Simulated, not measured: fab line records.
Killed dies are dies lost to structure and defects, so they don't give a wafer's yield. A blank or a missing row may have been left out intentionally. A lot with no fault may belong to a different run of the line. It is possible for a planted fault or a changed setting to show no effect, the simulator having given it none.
One fault seen from 2 desks || flow n5Finfet || every desk sees just its own numbers, and what lay behind them comes last

== FOR THE TOOL OWNER'S DESK: rieDiel-06 ==
The tool's own readings at N5_BEOL_M10_VIA_ETCH_34 (etches SiCOH lowk in C4F6/O2, target depth 184.5 nm, time 69.2 s): means of the sampled wafers that have a number, for each lot that ran on this tool. Any lot whose mean is over 4 standard deviations away from the usual mean is out of limits and marked OUT; that distance is given in the brackets.
Columns: A = C4F6_flow_sccm at N5_BEOL_M10_VIA_ETCH_34, usual 10.00 sccm; B = drypumpMotorCurrentA at N5_BEOL_M10_VIA_ETCH_34, usual 5.72 A; C = oes_f_703_au at N5_BEOL_M10_VIA_ETCH_34, usual 0.82 a.u.; D = oesProductAu at N5_BEOL_M10_VIA_ETCH_34, usual 0.83 a.u.; E = rfVppV at N5_BEOL_M10_VIA_ETCH_34, usual 668 V; F = showerheadPlenumPTorr at N5_BEOL_M10_VIA_ETCH_34, usual 2.89 Torr; G = throttleValvePct at N5_BEOL_M10_VIA_ETCH_34, usual 20.81 %
{"lot": "L855", "first seen here": "day 10 20:04", "A": 9.97, "B": 5.50, "C": 0.88, "D": 0.88, "E": 669, "F": 2.83, "G": 20.67}
{"lot": "L858", "first seen here": "day 12 10:55", "A": 10.02, "B": 5.54, "C": 0.86, "D": 0.86, "E": 674, "F": 2.90, "G": 20.64}
{"lot": "L862", "first seen here": "day 12 22:46", "A": 10.00, "B": 5.70, "C": 0.82, "D": 0.82, "E": 685, "F": 2.94, "G": 20.72}
{"lot": "L860", "first seen here": "day 13 12:10", "A": 10.00, "B": 5.69, "C": 0.80, "D": 0.81, "E": 681, "F": 3.01, "G": 20.79}
{"lot": "L864", "first seen here": "day 13 14:01", "A": 10.02, "B": 5.53, "C": 0.84, "D": 0.84, "E": 669, "F": 2.97, "G": 20.71}
{"lot": "L866", "first seen here": "day 13 22:14", "A": 10.01, "B": 5.53, "C": 0.84, "D": 0.79, "E": 668, "F": 2.97, "G": 20.70}
Result from this desk: across the 6 lots, nothing is out of limits.

== METROLOGY DESK ==
What the gauges read for every lot (on any tool): the sampled wafers with a number, averaged. Any lot whose mean is over 4 standard deviations away from the usual mean is out of limits and marked OUT; that distance is given in the brackets. Only the readings that lie furthest out on some lot appear, 7 of the 10 it has.
Columns: A = DIBL_N at N5_BEOL_M4_RC_MEAS_101, usual 35.1 mV/V; B = IOFF_N at N5_BEOL_M4_RC_MEAS_101, usual 0.143 nA/um; C = IOFF_P at N5_BEOL_M4_RC_MEAS_101, usual 0.21 nA/um; D = ION_N at N5_BEOL_M4_RC_MEAS_101, usual 671 uA/um; E = ION_P at N5_BEOL_M4_RC_MEAS_101, usual 463 uA/um; F = SS_N at N5_BEOL_M4_RC_MEAS_101, usual 71.2 mV/dec; G = VT_P at N5_BEOL_M4_RC_MEAS_101, usual -250 mV
{"lot": "L855", "first seen here": "day 8 09:57", "A": 32.6, "B": 0.117, "C": 0.17, "D": 659, "E": 460, "F": 71.1, "G": -251}
{"lot": "L857", "first seen here": "day 9 04:28", "A": 33.6, "B": 0.133, "C": 0.17, "D": 674, "E": 458, "F": 71.1, "G": -254}
{"lot": "L858", "first seen here": "day 9 06:34", "A": 33.7, "B": 0.121, "C": 0.14, "D": 660, "E": 453, "F": 70.4, "G": -257}
{"lot": "L862", "first seen here": "day 10 14:44", "A": 35.3, "B": 0.135, "C": 0.21, "D": 673, "E": 466, "F": 71.7, "G": -249}
{"lot": "L861", "first seen here": "day 10 21:08", "A": 35.1, "B": 0.124, "C": 0.16, "D": 662, "E": 451, "F": 71.6, "G": -257}
{"lot": "L860", "first seen here": "day 11 01:00", "A": 34.6, "B": 0.140, "C": 0.21, "D": 680, "E": 468, "F": 71.3, "G": -248}
{"lot": "L864", "first seen here": "day 11 06:17", "A": 34.3, "B": 0.135, "C": 0.19, "D": 671, "E": 462, "F": 70.6, "G": -248}
{"lot": "L866", "first seen here": "day 11 23:14", "A": 37.7, "B": 0.182, "C": 0.29, "D": 688, "E": 477, "F": 71.7, "G": -242}
{"lot": "L875", "first seen here": "day 14 19:01", "A": 35.7, "B": 0.171, "C": 0.22, "D": 677, "E": 459, "F": 71.3, "G": -249}
Result from this desk: across the 9 lots, nothing is out of limits.

== TAKEN TOGETHER ==
The tool owner's desk saw nothing out of limits.
The metrology desk saw nothing out of limits.

== WHAT THE SIMULATOR HAD PUT IN ==
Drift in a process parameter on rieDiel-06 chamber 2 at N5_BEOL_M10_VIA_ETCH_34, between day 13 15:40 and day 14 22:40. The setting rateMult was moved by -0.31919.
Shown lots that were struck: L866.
